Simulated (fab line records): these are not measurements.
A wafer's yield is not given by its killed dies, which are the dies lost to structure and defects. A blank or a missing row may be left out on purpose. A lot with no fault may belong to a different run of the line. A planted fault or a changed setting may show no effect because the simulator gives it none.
Problem report in the 8D (eight disciplines) form, filled by code :: flow nand harc :: the parts of the form that need people (team, actions taken, sign-off) are left out

1. THE ISSUE
Wafers without a fault read 26, standard deviation 11; killed at array at NHARC_END_SORT_01 reads a mean of 81 on 3 wafers belonging to 2 lots. That is +5.0 standard deviations from the usual mean.
Earliest sighting: wafer L677.4 on prober-02 at day 23 11:08. Wafers with a number at this step in the record: 6, from 2 lots. The rule behind "out" and "out of limits": a value lying over 4 standard deviations away from the usual mean. All remaining wafers that have a number are taken as sound.

2. WHAT IT IS, AND WHAT IT ISN'T
question: which readings at this step
is: killed at array, killed dies
is not: killed at other, killed at periphery, killed open, killed short

question: which lots
is: L674, L677
is not: -

question: which wafers of those lots
is: L674.4, L674.6, L677.4
is not: L674.1, L677.1, L677.3

question: read on which gauges
is: prober-01, prober-02
is not: -

question: when
is: from day 23 11:08
is not: up to then (2 sound wafers); but 1 sound wafer of L674 came after

3. WHAT RULES OUT EACH SUSPECT
Counting: if a tool at a process step up to the reading ran every lot that is out, it stays a suspect. Sound lots after the first of them don't rule it out here, since some wafers of a struck lot are sound.
- the gauge at NHARC_END_SORT_01 is ruled out. 2 gauges (prober-01, prober-02) read the wafers that are out.
- rie diel-04 at NHARC_A_CONTACT_ETCH_31 (etches the open film in O2/COS, target depth 2000 nm, time 520 s): kept. It ran every lot that is out, first L674 (day 17 19:55).
- pvd sputter-03 at NHARC_A_M0_PVD_20 (deposits TaN, target thk 5 nm, time 8.06 s): kept. It ran every lot that is out, first L674 (day 22 05:22). NHARC_A_M0_PVD_20: start missing for some lots; hours and lot order therefore follow NHARC_THIN_TSV_PRE_CLEAN_54.
- pvd sputter-02 at NHARC_THIN_TSV_PRE_CLEAN_54 (time 30 s): kept. It ran every lot that is out, first L674 (day 22 05:22).
- In rie diel-04 at NHARC_A_CONTACT_ETCH_31, the wafers that are out were processed in chamber 1 and their sound lot-mates in chambers 0, 2.
The count leaves rie diel-04 at NHARC_A_CONTACT_ETCH_31, pvd sputter-03 at NHARC_A_M0_PVD_20, and pvd sputter-02 at NHARC_THIN_TSV_PRE_CLEAN_54.

4. THE CAUSE (what the simulator had put in)
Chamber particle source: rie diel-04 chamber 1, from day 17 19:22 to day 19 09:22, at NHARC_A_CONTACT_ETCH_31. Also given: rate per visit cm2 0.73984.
After counting, 3 suspects remain, this tool included.

5. THE EFFECT CHAIN, in route order
One row per reading whose mean, taken over the struck wafers that have a number, lies over 3 standard deviations from the usual. Scope: only readings with a usual standard deviation given in the record; hours: median across lots of the time from each lot's start at the first step in this table that gives one to its start at this step; sigmas: change in usual standard deviations.
hours: 0
step: NHARC_END_SORT_01
reading: killed at array
usual: 26
on struck wafers: 81
change: +55
sigmas: +5.0

hours: 0
step: NHARC_END_SORT_01
reading: killed dies
usual: 29
on struck wafers: 83
change: +54
sigmas: +4.9

6. WHAT WOULD HAVE CAUGHT IT SOONER
136 hours passed between the start of the fault at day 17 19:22 and the first reading out of limits at a measuring or inspecting step in this record, taken at day 23 11:08.
No tool reading at NHARC_A_CONTACT_ETCH_31 that has a usual standard deviation in the record was out on any struck wafer, so an alarm limit of 4 standard deviations on those readings would not have fired.
Lots out: 2; all had begun NHARC_A_CONTACT_ETCH_31 on rie diel-04 by day 23 11:08. Holding the tool at that point would not have protected any of them.
